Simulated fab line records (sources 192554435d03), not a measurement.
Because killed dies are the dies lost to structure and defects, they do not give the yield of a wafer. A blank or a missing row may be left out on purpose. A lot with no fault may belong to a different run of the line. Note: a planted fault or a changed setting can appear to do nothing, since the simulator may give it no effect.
Problem report, 8D (eight disciplines) form, completed by code / flow n5Finfet / the parts of the form that need people (team, actions taken, sign-off) are left out

== 1. WHAT WENT WRONG ==
spinSpeedRpm at N5_BEOL_M2_COAT_68 reads a mean of 1591.0 rpm on 6 wafers of 2 lots; wafers without a fault read 1500.1 rpm with a standard deviation of 0.96. Relative to the usual mean, that is a shift of +95 standard deviations.
The step: time 60 s, resist thk 12 nm.
The first sign was on wafer L789.1 at day 10 16:40, on lithoTrack-04. The record has a number at this step for 27 wafers belonging to 9 lots. The rule behind "out" and "out of limits": a value lying over 4 standard deviations away from the usual mean. Any other wafer with a number is counted as sound.

== 2. WHAT THIS IS AND IS NOT ==
question=which readings at this step | is=spinSpeedRpm | is not=-
question=which lots | is=L789, L792 | is not=L780, L782, L784, L785, L790, L793, L798
question=which wafers of those lots | is=all that have a number | is not=-
question=read on which tools | is=lithoTrack-04 | is not=lithoTrack-02, lithoTrack-05
question=when | is=from day 10 16:40 | is not=up to then (12 sound wafers); but 9 sound wafers of L790, L793, L798 came after

== 3. THE SUSPECTS, EACH WITH WHAT RULES IT OUT ==
Counting: a tool at a process step up to the reading stays a suspect if it ran every lot that is out and no sound lot after the first of them.
- lithoTrack-04 at N5_BEOL_M2_COAT_68 (time 60 s, resist thk 12 nm): kept. It processed each lot that is out, first L789 at day 10 16:40, and no sound lot thereafter; up to then, the last sound lot it processed was L782 at day 9 13:21. On those wafers its own readings are out: spinSpeedRpm.
After counting, what remains is lithoTrack-04 at N5_BEOL_M2_COAT_68.

== 4. THE CAUSE (what the simulator had put in) ==
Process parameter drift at N5_BEOL_M2_COAT_68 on lithoTrack-04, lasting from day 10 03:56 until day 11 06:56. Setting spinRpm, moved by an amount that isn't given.
This tool alone remained once counting was done.

== 5. THE CHAIN OF EFFECTS, in route order ==
Each row: a reading whose mean over the struck wafers that have a number lies more than 3 standard deviations from the usual. Readings are gone through only where the record gives a usual standard deviation; hours: the median, over the lots, of the time from a lot's start at the first step in this table giving one to that lot's start at this step; sigmas: the change measured in usual standard deviations.
hours=0; step=N5_BEOL_M2_COAT_68; reading=spinSpeedRpm; usual=1500.1 rpm; on struck wafers=1591.0; change=+90.9; sigmas=+95
Here are the process steps it includes:
- N5_BEOL_M2_COAT_68: time 60 s, resist thk 12 nm.
At these later measuring or inspecting steps, every struck wafer for which the step has a row has a number for every such reading, and none has moved that far: N5_BEOL_M4_RC_MEAS_101.

== 6. WHAT WOULD HAVE CAUGHT IT SOONER ==
In this record no reading fell out of limits until day 10 16:40, 13 hours after the fault had begun at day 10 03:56.
